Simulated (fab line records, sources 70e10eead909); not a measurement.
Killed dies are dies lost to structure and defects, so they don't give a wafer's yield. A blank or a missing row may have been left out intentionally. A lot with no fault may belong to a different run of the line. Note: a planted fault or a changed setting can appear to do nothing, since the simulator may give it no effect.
Chamber matching / flow nand harc / NHARC_P_STI_PRECLEAN_32 on wet bench-09: 8 sister chambers
The step cleans in SC1. 16 wafers are shown with their chamber, then 8 later ones without.

EACH WAFER AND ITS CHAMBER
wafer=L774.2; chamber=6; temp c (C)=49.82
wafer=L774.5; chamber=3; temp c (C)=50.03
wafer=L774.6; chamber=2; temp c (C)=50.04
wafer=L775.2; chamber=5; temp c (C)=50.11
wafer=L775.5; chamber=0; temp c (C)=50.22
wafer=L775.6; chamber=4; temp c (C)=50.01
wafer=L777.3; chamber=7; temp c (C)=50.10
wafer=L777.4; chamber=0; temp c (C)=49.90
wafer=L777.6; chamber=6; temp c (C)=50.04
wafer=L778.1; chamber=3; temp c (C)=50.08
wafer=L778.2; chamber=0; temp c (C)=49.79
wafer=L778.3; chamber=4; temp c (C)=49.96
wafer=L783.1; chamber=2; temp c (C)=49.85
wafer=L783.3; chamber=1; temp c (C)=50.03
wafer=L783.6; chamber=0; temp c (C)=49.98
wafer=L788.1; chamber=5; temp c (C)=50.01

SIGNATURES, as means of the wafers listed above
reading=temp c; chamber 0=49.9725; chamber 1=50.0300; chamber 2=49.9450; chamber 3=50.0550; chamber 4=49.9850; chamber 5=50.0600; chamber 6=49.9300; chamber 7=50.1000; scatter within a chamber=0.137
Rule: a wafer lies at a distance from a chamber equal to the root of the sum of squares, over the readings, of (its reading less the chamber's mean, divided by the reading's scatter). If the next closest chamber is less than 2 further off than the closest, the wafer can't be placed; otherwise it belongs to the closest. The scatter: the root of (the sum of the squares of (reading less its chamber's mean) over the shown wafers, divided by (wafers less chambers)).

WAFERS WITH NO CHAMBER GIVEN
wafer=L788.3; temp c (C)=50.20
wafer=L788.6; temp c (C)=50.01
wafer=L790.1; temp c (C)=49.81
wafer=L790.2; temp c (C)=49.97
wafer=L790.3; temp c (C)=50.01
wafer=L793.1; temp c (C)=50.13
wafer=L793.3; temp c (C)=50.16
wafer=L793.4; temp c (C)=50.16

WHICH CHAMBER EACH WENT THROUGH
wafer=L788.3; from the rows above=can't be placed: 7 or 5 or 3 or 1 or 4 or 0 or 2 or 6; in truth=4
wafer=L788.6; from the rows above=can't be placed: 1 or 4 or 0 or 3 or 5 or 2 or 6 or 7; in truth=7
wafer=L790.1; from the rows above=can't be placed: 6 or 2 or 0 or 4 or 1 or 3 or 5 or 7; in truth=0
wafer=L790.2; from the rows above=can't be placed: 0 or 4 or 2 or 6 or 1 or 3 or 5 or 7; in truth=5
wafer=L790.3; from the rows above=can't be placed: 1 or 4 or 0 or 3 or 5 or 2 or 6 or 7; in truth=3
wafer=L793.1; from the rows above=can't be placed: 7 or 5 or 3 or 1 or 4 or 0 or 2 or 6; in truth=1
wafer=L793.3; from the rows above=can't be placed: 7 or 5 or 3 or 1 or 4 or 0 or 2 or 6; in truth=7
wafer=L793.4; from the rows above=can't be placed: 7 or 5 or 3 or 1 or 4 or 0 or 2 or 6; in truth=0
Placed correctly: 0 of 8. Not placeable from these rows: 8 (in 8, the candidates include the true chamber). Wrongly placed: 0.
